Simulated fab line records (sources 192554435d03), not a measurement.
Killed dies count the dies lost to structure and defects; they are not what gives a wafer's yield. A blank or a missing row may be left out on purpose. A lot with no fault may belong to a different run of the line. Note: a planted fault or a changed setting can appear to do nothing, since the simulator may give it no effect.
fab line records -- flow n5_finfet
record: lots: 10, wafers: 30, last_day: 17
route steps=1938 shown BEOL_M13@1693 TV_LITHO@1886 PASSIVATION@1926
lots untouched by any fault: they come from a run of this same line in which no faults occurred
start_h: hours from the record's first day to the start of the lot's first wafer shown -- wait_h: hours from the lot's prior step to this one -- " the same as in the row above -- L1.1+2: one row covering several wafers at once -- - value missing, or start not given -- * or withheld: withheld -- < > ~ a bound
route shown NAME@n: names a module that has steps shown in the file, with the first one's number in the route -- usual: mean/standard deviation taken from wafers without a fault -- same: alike in all rows -- chamber/n: place in a boat -- sites: each site's reading -- _std_site: standard deviation across them -- _edge_site: outer sites' mean less inner sites' -- radius_mm: for every site, how far away it sits from the centre of the wafer -- mask NAME#n: copy n -- behind: the last tool/chamber to shape the wafer -- hold: why the lot went on hold/how many hours it stayed there/how the hold came to an end -- device: the n, p or np transistor that did not switch -- end of line: the tests these same wafers got at the end of their route -- step lacking rows: just its recipe -- killed: dies that structure and defects cost at the first sort, which is not the same as the wafer's yield -- map: per-die view of a wafer (x killed, . not killed, _ where there is no die)
set.NAME: the setting that was run; set.NAME@STEP: the one run at that earlier step -- model.NAME: the simulator's own value behind a step, which no gauge read
one table for each step of the route and one row for each wafer, over a sample of lots
services: a tool's chamber out of use, with start hour (start_h, from the record's first day; less than 0 if before it), hours out, and reason
== steps ==
step: N5_BEOL_M13_ETCH_67
recipe: chemistry: CF4, target: SiARC, target_depth_a: 1430, time_s: 238.3, ion_energy_ev: 80, pressure_mtorr: 40, source_w: 545, bias_w: 36, Ar_flow_sccm: 100, cf4_flow_sccm: 100, ends: cleared
usual: cf4_flow_sccm: 100.00/0.28, drypump_motor_current_A: 5.81/0.28, etch_rf_on_time_s: 238/4.6, oes_product_au: 0.70/0.079, rf_vpp_V: 184.1/1.1, showerhead_plenum_p_Torr: 2.14/0.066, throttle_valve_pct: 15.62/0.28
lot.wafer,tool,chamber,start_h,wait_h,cf4_flow_sccm,drypump_motor_current_A,etch_rf_on_time_s,oes_product_au,rf_hours_counter_h,rf_vpp_V,showerhead_plenum_p_Torr,throttle_valve_pct
L760.4,rie_diel-02,2,265.46,0.0,100.13,5.30,239,0.64,169,182.3,2.05,15.49
L760.5,rie_diel-02,2,265.46,0.0,100.20,5.31,238,0.65,-,184.1,2.05,15.49
L760.6,rie_diel-02,3,265.46,0.0,100.31,5.58,237,0.84,-,185.5,2.19,15.41
L759.1,rie_diel-04,0,265.77,0.0,99.97,5.82,235,0.65,176,184.4,2.21,16.00
L759.3,rie_diel-04,3,265.77,0.0,99.82,5.47,236,0.61,235,182.3,2.11,15.88
L759.5,rie_diel-04,1,265.77,0.0,99.67,6.27,233,0.77,-,185.9,2.26,15.64
L763.1,rie_diel-06,0,292.80,0.0,100.09,5.83,235,0.79,15,184.4,2.19,15.63
L763.3,rie_diel-06,3,292.80,0.0,99.92,6.11,241,0.65,121,183.1,2.07,15.78
L763.6,rie_diel-06,0,292.80,0.0,99.68,5.84,235,0.77,-,185.3,2.19,15.61
L765.1,rie_diel-02,2,302.15,0.0,99.79,5.33,240,0.63,187,182.9,2.05,15.52
L765.3,rie_diel-02,0,302.15,0.0,99.58,6.09,246,0.62,203,184.0,2.13,15.94
L765.4,rie_diel-02,2,302.15,0.0,100.06,5.35,240,0.63,-,182.7,2.05,15.52
L769.2,rie_diel-06,2,322.09,0.0,100.35,5.76,239,0.60,229,184.5,2.21,15.90
L769.3,rie_diel-06,0,322.09,0.0,99.74,5.80,237,0.76,25,184.8,2.18,15.63
L769.6,rie_diel-06,1,322.09,0.0,100.05,5.95,235,0.76,-,183.8,2.18,15.29
L768.2,rie_diel-02,0,330.11,0.0,100.02,6.10,247,0.60,215,183.7,2.12,15.95
L768.4,rie_diel-02,1,330.11,0.0,99.75,5.91,234,0.82,2,183.4,2.10,15.53
L768.5,rie_diel-02,0,330.11,0.0,100.32,6.09,247,0.60,-,184.2,2.12,15.95
L777.2,rie_diel-02,0,359.57,0.0,99.98,6.09,243,0.60,224,183.5,2.12,15.97
L777.3,rie_diel-02,3,359.57,0.0,100.28,5.58,236,0.77,37,183.3,2.18,15.45
L777.5,rie_diel-02,3,359.57,0.0,100.42,5.59,235,0.77,-,183.8,2.18,15.46
L775.1,rie_diel-02,0,361.22,0.0,100.04,6.09,248,0.60,224,184.9,2.12,15.97
L775.2,rie_diel-02,1,361.22,0.0,99.80,5.89,232,0.80,11,183.7,2.10,15.56
L775.6,rie_diel-02,3,361.22,0.0,99.77,5.57,237,0.75,-,183.8,2.18,15.46
L776.1,rie_diel-06,3,364.72,0.0,99.55,6.13,242,0.64,144,184.2,2.06,15.83
L776.2,rie_diel-06,0,364.72,0.0,99.65,5.84,236,0.75,36,186.1,2.18,15.66
L776.6,rie_diel-06,0,364.72,0.0,99.81,5.85,236,0.74,-,183.9,2.18,15.65
L779.4,rie_diel-04,3,377.45,0.0,99.69,5.45,236,0.83,6,183.5,2.11,15.44
L779.5,rie_diel-04,1,377.45,0.0,99.86,6.24,231,0.73,-,185.6,2.25,15.70
L779.6,rie_diel-04,2,377.45,0.0,99.58,5.82,234,0.71,-,182.1,2.08,15.06
step: N5_PASSIVATION_DESCUM_12
recipe: chemistry: O2, time_s: 7.9, source_power_w: 50, bias_power_w: 20, pressure_mtorr: 20, rf_frequency_hz: 2.712e+07, temp_c: 40, o2_flow_sccm: 225
usual: drypump_motor_current_A: 5.83/0.28, oes_product_au: 0.79/0.091, rf_vpp_V: 243.1/1.4, showerhead_plenum_p_Torr: 2.10/0.065, throttle_valve_pct: 20.51/0.26
lot.wafer,tool,chamber,start_h,wait_h,drypump_motor_current_A,oes_product_au,rf_hours_counter_h,rf_vpp_V,showerhead_plenum_p_Torr,throttle_valve_pct
L760.4,rie_diel-02,0,292.73,0.1,6.09,0.73,-,243.8,2.08,20.76
L760.5,rie_diel-02,2,292.73,0.1,5.33,0.74,-,241.1,2.01,20.37
L760.6,rie_diel-02,1,292.73,0.1,5.91,0.68,-,242.4,2.05,20.80
L759.1,rie_diel-02,0,293.26,0.4,6.08,0.73,198,243.7,2.08,20.75
L759.3,rie_diel-02,1,293.26,0.4,5.90,0.69,250,242.5,2.05,20.82
L759.5,rie_diel-02,1,293.26,0.4,5.88,0.68,-,242.3,2.05,20.80
L763.1,rie_diel-02,2,313.32,0.0,5.29,0.74,192,243.1,2.01,20.40
L763.3,rie_diel-02,0,313.32,0.0,6.09,0.72,208,242.1,2.08,20.76
L763.6,rie_diel-02,2,313.32,0.0,5.32,0.74,-,243.1,2.01,20.39
L765.1,rie_diel-04,2,325.84,0.1,5.83,0.86,61,242.0,2.04,19.82
L765.3,rie_diel-04,0,325.84,0.1,5.84,0.73,186,243.8,2.17,20.84
L765.4,rie_diel-04,1,325.84,0.1,6.24,0.88,55,245.7,2.22,20.61
L769.2,rie_diel-06,3,349.32,0.0,6.14,0.75,141,241.8,2.01,20.66
L769.3,rie_diel-06,1,349.32,0.0,5.95,0.89,39,244.3,2.14,20.20
L769.6,rie_diel-06,2,349.32,0.0,5.76,0.69,-,242.8,2.14,20.60
L768.2,rie_diel-02,3,354.68,0.4,5.59,0.91,35,243.6,2.13,20.30
L768.4,rie_diel-02,1,354.68,0.4,5.88,0.93,9,242.3,2.05,20.41
L768.5,rie_diel-02,3,354.68,0.4,5.59,0.90,-,244.4,2.13,20.29
L777.2,rie_diel-04,2,380.98,0.1,5.81,0.83,78,241.0,2.03,19.86
L777.3,rie_diel-04,3,380.98,0.1,5.47,0.96,7,242.1,2.06,20.35
L777.5,rie_diel-04,0,380.98,0.1,5.82,0.72,-,244.8,2.16,20.86
L775.1,rie_diel-04,0,393.54,0.9,5.80,0.72,210,243.8,2.16,20.87
L775.2,rie_diel-04,1,393.54,0.9,6.25,0.85,79,243.8,2.21,20.64
L775.6,rie_diel-04,0,393.54,0.9,5.84,0.72,-,244.1,2.16,20.87
L776.1,rie_diel-06,3,394.85,1.4,6.12,0.74,154,240.4,2.01,20.69
L776.2,rie_diel-06,1,394.85,1.4,5.95,0.86,54,243.4,2.14,20.22
L776.6,rie_diel-06,2,394.85,1.4,5.76,0.68,-,244.2,2.14,20.62
L779.4,rie_diel-02,0,406.80,0.2,6.09,0.70,233,242.8,2.07,20.80
L779.5,rie_diel-02,0,406.80,0.2,6.09,0.70,-,240.8,2.07,20.80
L779.6,rie_diel-02,3,406.80,0.2,5.59,0.88,-,244.0,2.13,20.32
step: N5_PASSIVATION_OVL_MEAS_66
recipe: points_per_wafer: 44
usual: PASS_OPEN_OVL: -3/5.5
lot.wafer,tool,chamber,start_h,wait_h,PASS_OPEN_OVL[nm]
L760.4,overlay-01,0,296.49,0.0,2
L760.5,overlay-01,0,296.49,0.0,-10
L760.6,overlay-01,0,296.49,0.0,4
L759.1,overlay-01,0,296.75,0.0,-7
L759.3,overlay-01,0,296.75,0.0,-3
L759.5,overlay-01,0,296.75,0.0,0
L763.1,overlay-01,0,316.66,0.0,-6
L763.3,overlay-01,0,316.66,0.0,-4
L763.6,overlay-01,0,316.66,0.0,10
L765.1,overlay-02,0,329.57,0.0,2
L765.3,overlay-02,0,329.57,0.0,4
L765.4,overlay-02,0,329.57,0.0,-6
L769.2,overlay-02,0,352.80,0.0,-6
L769.3,overlay-02,0,352.80,0.0,-1
L769.6,overlay-02,0,352.80,0.0,-10
L768.2,overlay-01,0,358.53,0.0,-2
L768.4,overlay-01,0,358.53,0.0,-1
L768.5,overlay-01,0,358.53,0.0,-10
L777.2,overlay-02,0,385.61,0.0,8
L777.3,overlay-02,0,385.61,0.0,6
L777.5,overlay-02,0,385.61,0.0,3
L775.1,overlay-01,0,396.54,0.0,-3
L775.2,overlay-01,0,396.54,0.0,-4
L775.6,overlay-01,0,396.54,0.0,-2
L776.1,overlay-01,0,397.97,0.0,-10
L776.2,overlay-01,0,397.97,0.0,-11
L776.6,overlay-01,0,397.97,0.0,-8
L779.4,overlay-01,0,410.35,0.0,-4
L779.5,overlay-01,0,410.35,0.0,1
L779.6,overlay-01,0,410.35,0.0,-7
step: N5_PASSIVATION_DESCUM_46
recipe: chemistry: O2, time_s: 7.9, source_power_w: 50, bias_power_w: 20, pressure_mtorr: 20, rf_frequency_hz: 2.712e+07, temp_c: 40, o2_flow_sccm: 225
usual: drypump_motor_current_A: 5.9/0.49, oes_product_au: 0.79/0.091, rf_vpp_V: 243.3/1.5, showerhead_plenum_p_Torr: 2.10/0.073, throttle_valve_pct: 20.32/0.19
lot.wafer,tool,chamber,start_h,wait_h,drypump_motor_current_A,oes_product_au,rf_hours_counter_h,rf_vpp_V,showerhead_plenum_p_Torr,throttle_valve_pct
L760.4,rie_diel-05,2,296.55,0.0,6.3,0.68,236,241.7,2.06,20.63
L760.5,rie_diel-05,2,296.55,0.0,6.3,0.67,-,243.2,2.06,20.61
L760.6,rie_diel-05,3,296.55,0.0,5.4,0.69,-,242.8,2.06,20.58
L759.1,rie_diel-01,1,296.85,0.1,6.1,0.69,235,239.8,1.98,20.34
L759.3,rie_diel-01,0,296.85,0.1,5.5,0.88,37,243.9,2.13,19.86
L759.5,rie_diel-01,3,296.85,0.1,5.1,0.75,-,245.1,2.19,20.13
L763.1,rie_diel-01,2,316.93,0.2,5.4,0.78,124,244.2,2.20,20.29
L763.3,rie_diel-01,1,316.93,0.2,6.1,0.69,242,241.1,1.98,20.32
L763.6,rie_diel-01,3,316.93,0.2,5.1,0.76,-,245.1,2.19,20.15
L765.1,rie_diel-05,1,329.63,0.0,6.1,0.86,41,241.5,2.04,20.21
L765.3,rie_diel-05,3,329.63,0.0,5.4,0.69,247,242.6,2.05,20.60
L765.4,rie_diel-05,2,329.63,0.0,6.3,0.67,249,243.8,2.06,20.63
L769.2,rie_diel-03,3,352.86,0.0,6.3,0.72,192,240.8,1.99,20.39
L769.3,rie_diel-03,2,352.86,0.0,6.6,0.95,3,243.3,2.14,20.37
L769.6,rie_diel-03,0,352.86,0.0,6.3,0.80,-,242.7,2.03,20.42
L768.2,rie_diel-03,2,358.59,0.0,6.6,0.94,6,243.3,2.14,20.36
L768.4,rie_diel-03,0,358.59,0.0,6.3,0.82,92,241.0,2.03,20.43
L768.5,rie_diel-03,1,358.59,0.0,5.7,0.72,-,245.9,2.18,20.18
L777.2,rie_diel-01,2,385.67,0.0,5.3,0.75,151,243.3,2.19,20.34
L777.3,rie_diel-01,3,385.67,0.0,5.1,0.73,143,244.1,2.18,20.19
L777.5,rie_diel-01,2,385.67,0.0,5.3,0.75,-,244.4,2.19,20.35
L775.1,rie_diel-03,1,396.60,0.0,5.6,0.71,179,244.6,2.17,20.20
L775.2,rie_diel-03,2,396.60,0.0,6.6,0.90,17,243.8,2.13,20.40
L775.6,rie_diel-03,1,396.60,0.0,5.7,0.71,-,244.4,2.17,20.19
L776.1,rie_diel-03,1,398.02,0.0,5.6,0.71,180,244.5,2.17,20.17
L776.2,rie_diel-03,2,398.02,0.0,6.6,0.90,18,243.5,2.13,20.40
L776.6,rie_diel-03,1,398.02,0.0,5.6,0.72,-,243.9,2.17,20.19
L779.4,rie_diel-03,2,410.41,0.0,6.6,0.89,22,243.3,2.13,20.41
L779.5,rie_diel-03,2,410.41,0.0,6.6,0.89,-,243.8,2.13,20.40
L779.6,rie_diel-03,3,410.41,0.0,6.3,0.72,-,241.2,1.99,20.41
step: N5_PASSIVATION_PROBE_49
usual: defect_limited_yield: 91.0/1.5, killed_at_M0_to_M3: 36/12, killed_at_M4_up: 14/5.5, killed_at_contacts: 11/4.8, killed_at_front_end: 42/12, killed_at_other: 3.7/2.7, killed_dies: 106/18, killed_open: 70/13, killed_short: 35/8.2, sort_bin_5_function: 5.3/1, sort_bin_6_memory: 3.3/0.69, sort_bin_8_speed: 0.00/0.007, sort_n_pass: 1074/18, sort_yield_pct: 91.0/1.5
same: gross_dies: 1180, killed_at_back_side: 0, sort_bin_4_leakage[%]: 0
lot.wafer,tool,chamber,start_h,wait_h,defect_limited_yield[%],killed_at_M0_to_M3,killed_at_M4_up,killed_at_contacts,killed_at_front_end,killed_at_other,killed_dies,killed_open,killed_short,sort_bin_5_function[%],sort_bin_6_memory[%],sort_bin_8_speed[%],sort_n_pass,sort_yield_pct[%]
L763.1,prober-01,-,319.97,0.0,91.9,20,21,4,46,4,95,62,33,5.0,2.8,0,1085,91.9
L763.3,prober-01,-,320.07,0.1,90.6,40,11,7,44,9,111,77,33,5.8,3.5,0,1069,90.6
L763.6,prober-01,-,320.22,0.3,93.3,12,8,15,41,3,79,51,26,3.6,2.7,0,1101,93.3
L777.2,prober-01,-,389.16,0.1,83.2,29,133,4,30,2,198,48,23,10.3,3.7,0,982,83.2
L777.3,prober-01,-,389.21,0.1,82.5,31,140,18,17,0,206,55,17,10.7,3.4,0,974,82.5
L777.5,prober-01,-,389.31,0.2,80.8,22,147,17,38,3,227,61,26,11.9,4.0,0,953,80.8
L775.1,prober-01,-,399.64,0.0,78.4,40,155,6,46,8,255,72,41,13.1,5.1,0,925,78.4
L775.2,prober-01,-,399.69,0.1,83.6,38,99,17,39,0,193,70,39,9.1,4.0,0,987,83.6
L775.6,prober-01,-,399.89,0.3,78.8,43,154,9,40,4,250,77,33,14.3,4.2,0,930,78.8
killed by level:class
L763.1 FIN_SAQP:geometric_particle:open=9 BEOL_M5:geometric_particle:open=8 FIN_SAQP:geometric_particle:short=7 DUMMY_GATE:geometric_particle:open=6 GATE_CUT:geometric_particle:short=6 STI_FIN_REVEAL:geometric_particle:open=5 BEOL_M0_SAQP:geometric_particle:open=4 BEOL_M2:geometric_particle:open=4
L763.3 STI_FIN_REVEAL:geometric_particle:open=13 BEOL_M3:geometric_particle:open=9 FIN_SAQP:geometric_particle:open=8 DUMMY_GATE:geometric_particle:open=7 BEOL_M0_SAQP:geometric_particle:open=7 BEOL_M2:geometric_particle:open=7 BEOL_M1:geometric_particle:open=6 PASS1_CAP:geometric_particle:short=6
L763.6 STI_FIN_REVEAL:geometric_particle:open=14 MOL_CONTACT_COAG:geometric_particle:open=11 FIN_SAQP:geometric_particle:short=7 BEOL_M3:geometric_particle:open=5 DUMMY_GATE:geometric_particle:open=5 GATE_CUT:geometric_particle:short=5 MOL_CONTACT_COAG:geometric_particle:short=4 BEOL_M2:geometric_particle:open=4
L777.2 BEOL_M13:unspecified=126 BEOL_M0_SAQP:geometric_particle:open=8 STI_FIN_REVEAL:geometric_particle:open=6 DUMMY_GATE:geometric_particle:open=6 BEOL_M1:geometric_particle:open=5 BEOL_M0_SAQP:geometric_particle:short=4 BEOL_M2:geometric_particle:open=4 FIN_SAQP:geometric_particle:open=3
L777.3 BEOL_M13:unspecified=133 MOL_CONTACT_COAG:geometric_particle:open=17 BEOL_M2:geometric_particle:open=8 STI_FIN_REVEAL:geometric_particle:open=7 BEOL_M0_SAQP:geometric_particle:open=6 BEOL_M3:geometric_particle:open=5 BEOL_M0_SAQP:geometric_particle:short=4 BEOL_M1:geometric_particle:short=4
L777.5 BEOL_M13:unspecified=138 STI_FIN_REVEAL:geometric_particle:open=13 MOL_CONTACT_COAG:geometric_particle:open=13 FIN_SAQP:geometric_particle:open=7 BEOL_M0_SAQP:geometric_particle:short=7 MOL_CONTACT_COAG:geometric_particle:short=4 BEOL_M0_SAQP:geometric_particle:open=4 BEOL_M4:geometric_particle:open=4
L775.1 BEOL_M13:unspecified=142 STI_FIN_REVEAL:geometric_particle:open=10 FIN_SAQP:geometric_particle:open=9 FIN_SAQP:geometric_particle:short=7 BEOL_M0_SAQP:geometric_particle:short=7 BEOL_M0_SAQP:geometric_particle:open=7 MOL_CONTACT_COAG:geometric_particle:open=6 BEOL_M2:geometric_particle:open=6
L775.2 BEOL_M13:unspecified=84 MOL_CONTACT_COAG:geometric_particle:open=14 FIN_SAQP:geometric_particle:open=8 BEOL_M0_SAQP:geometric_particle:short=8 BEOL_M0_SAQP:geometric_particle:open=8 FIN_SAQP:geometric_particle:short=6 STI_FIN_REVEAL:geometric_particle:open=6 STI_FIN_REVEAL:geometric_particle:short=5
L775.6 BEOL_M13:unspecified=140 BEOL_M2:geometric_particle:open=14 BEOL_M1:geometric_particle:open=9 FIN_SAQP:geometric_particle:open=8 MOL_CONTACT_COAG:geometric_particle:open=6 BEOL_M5:geometric_particle:open=6 STI_FIN_REVEAL:geometric_particle:open=5 BEOL_M0_SAQP:geometric_particle:open=5
== services ==
tool,chamber,start_h,hours,kind
rie_diel-01,1,246.01,6.7,repair
rie_diel-04,3,256.08,4.6,repair
rie_diel-04,-,270.47,28.1,pm
rie_diel-02,3,286.50,12.4,repair
rie_diel-02,1,298.96,-,clean
rie_diel-02,1,298.96,-,consumable_replace:focus_ring
rie_diel-02,1,298.96,24.0,scheduled_down
rie_diel-02,1,298.96,24.0,vent_cycle
rie_diel-04,2,300.05,8.2,repair
rie_diel-01,1,300.08,2.1,repair
rie_diel-03,-,306.71,2.8,pm
rie_diel-06,2,315.03,5.0,repair
rie_diel-03,2,315.09,11.2,repair
rie_diel-03,2,326.38,-,clean
rie_diel-03,2,326.38,-,consumable_replace:focus_ring
rie_diel-05,3,331.50,3.1,repair
rie_diel-04,2,334.34,3.7,repair
rie_diel-01,0,338.64,8.2,repair
rie_diel-06,2,364.29,10.0,repair
rie_diel-06,-,368.95,1.7,repair
rie_diel-04,3,386.30,19.0,repair
rie_diel-02,-,389.42,14.6,pm
rie_diel-01,1,396.67,8.1,repair
rie_diel-06,2,403.32,3.5,repair
== key ==
first_sign: step: N5_PASSIVATION_PROBE_49, reading: killed_at_M4_up, direction: up, sigmas: 22, usual: 14, struck: 138
effect: step: N5_PASSIVATION_PROBE_49, reading: defect_limited_yield, direction: down, sigmas: 6.4, usual: 91.0, struck: 81.2
more_kills_born_at: N5_BEOL_M13_ETCH_67@rie_diel-02: 763
met_at N5_BEOL_M13_ETCH_67
struck_lots L775,L777
not_acting_at N5_PASSIVATION_DESCUM_12,N5_PASSIVATION_OVL_MEAS_66,N5_PASSIVATION_DESCUM_46
onset_between 330.11 359.57
fault: kind: chamber_particle_source, tool: rie_diel-02, chamber: -, onset_h: 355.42, steps: N5_BEOL_M13_ETCH_67, rate_per_visit_cm2: 1.2895, end_h: 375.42
